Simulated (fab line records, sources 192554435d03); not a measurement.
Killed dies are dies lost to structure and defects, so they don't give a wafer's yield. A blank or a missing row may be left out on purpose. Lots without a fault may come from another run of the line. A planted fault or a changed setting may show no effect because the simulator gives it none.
Which tool did it? | flow n5_finfet | 9 lots, 25 wafers sampled, at 2 steps of a route of 1938

WHAT THE GAUGES READ, wafer by wafer
N5_BEOL_M4_CD_MEAS_28: target cd 26.2 nm, target cd y 24.1 nm.
lot  | measured     | on        | cd_nm (nm)
L213 | day 9 11:18  | cd_sem-03 | 26.15 26.56 26.23
L214 | day 10 05:17 | cd_sem-03 | 26.44 26.41 26.25
L218 | day 10 14:39 | cd_sem-03 | 26.57 26.48 26.74
L222 | day 12 12:15 | cd_sem-02 | 25.89 26.03 26.09
L219 | day 12 19:44 | cd_sem-02 | 26.40 25.95 26.21
L221 | day 12 22:11 | cd_sem-03 | 26.08 25.69
L223 | day 13 00:23 | cd_sem-01 | 26.28 26.27
L226 | day 13 12:40 | cd_sem-02 | 26.04 25.92 26.36
L228 | day 14 13:18 | cd_sem-03 | 26.06 26.13 26.35

WHICH TOOL RAN EACH LOT (tool, then ch and the chambers of the sampled wafers, then the start)
lot  | N5_BEOL_M4_STRIP_66
L213 | rie_diel-04 ch 0,3, day 9 10:46
L214 | rie_diel-05 ch 0,1, day 10 04:37
L218 | rie_diel-04 ch 0,2,3, day 10 13:59
L222 | rie_diel-01 ch 2,3, day 12 11:41
L219 | rie_diel-05 ch 0,1,3, day 12 19:04
L221 | rie_diel-01 ch 1,3, day 12 21:30
L223 | rie_diel-01 ch 0,2, day 12 23:43
L226 | rie_diel-05 ch 0,1,2, day 13 11:58
L228 | rie_diel-04 ch 0,1, day 14 12:43
- N5_BEOL_M4_STRIP_66: strips in CF4.

THE ANSWER, worked out from the rows above alone
Rule: what is usual is taken from the lots themselves. Put in order of their means at a reading, lots are off if they are a third of the lots or fewer, leave a main group of 4 or more, and stand apart from it by a gap of 3 or more times the standard deviation of the main group's means; of several such gaps the widest counts. A main group whose means are all the same, to the digits that the tables above print for the reading, isn't used. A lot without any number at a reading at which 4 lots or more have one is off too. The other lots that the step has rows for count as sound.
No lot is off at any reading shown: from this, nothing can be told.

WHAT THE SIMULATOR HAD PUT IN
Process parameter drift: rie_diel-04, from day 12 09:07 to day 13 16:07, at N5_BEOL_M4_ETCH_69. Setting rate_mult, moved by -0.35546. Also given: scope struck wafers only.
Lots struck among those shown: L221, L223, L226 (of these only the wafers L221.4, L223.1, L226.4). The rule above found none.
